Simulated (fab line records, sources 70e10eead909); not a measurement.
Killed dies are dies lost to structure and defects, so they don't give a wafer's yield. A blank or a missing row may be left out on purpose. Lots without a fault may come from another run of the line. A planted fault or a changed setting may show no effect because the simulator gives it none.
Chamber matching | flow nand_harc | NHARC_A_STAIRCASE_DEP_471 on pecvd-01: 3 sister chambers
The step deposits SiO2, target thk 100 nm. 3 wafers are shown with their chamber, then 8 later ones without.

WAFERS WITH THEIR CHAMBER
wafer  | chamber | throttle_valve_pct (%)
L078.4 | 2       | 15.1
L087.6 | 1       | 16.1
L092.3 | 0       | 15.0

WAFERS WITHOUT THEIR CHAMBER
wafer  | throttle_valve_pct (%)
L092.4 | 15.1
L092.6 | 15.1
L095.3 | 16.1
L095.4 | 14.5
L095.6 | 16.0
L097.3 | 14.2
L097.5 | 16.1
L097.6 | 15.0

WHICH CHAMBER EACH WENT THROUGH
wafer  | from the rows above     | in truth
L092.4 | can't be placed: 2 or 0 | 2
L092.6 | can't be placed: 2 or 0 | 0
L095.3 | 1                       | 1
L095.4 | can't be placed: 0 or 2 | 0
L095.6 | 1                       | 1
L097.3 | can't be placed: 0 or 2 | 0
L097.5 | 1                       | 1
L097.6 | can't be placed: 0 or 2 | 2
Placed correctly: 3 of 8. Can't be placed from these rows: 5 (the true chamber is among the candidates in 5). Placed wrongly: 0.
How it was worked out, from the rows above alone: a wafer's distance from a chamber is the root of the sum, over the readings, of the square of ((its reading less the chamber's mean) divided by the reading's scatter). The wafer belongs to the nearest chamber; if the next one is less than 2 further off, it can't be placed. A chamber's mean is the mean of its shown wafers. The scatter: with one shown wafer a chamber, the root of the mean of the squares of how far each hidden wafer lies from its nearest shown one.
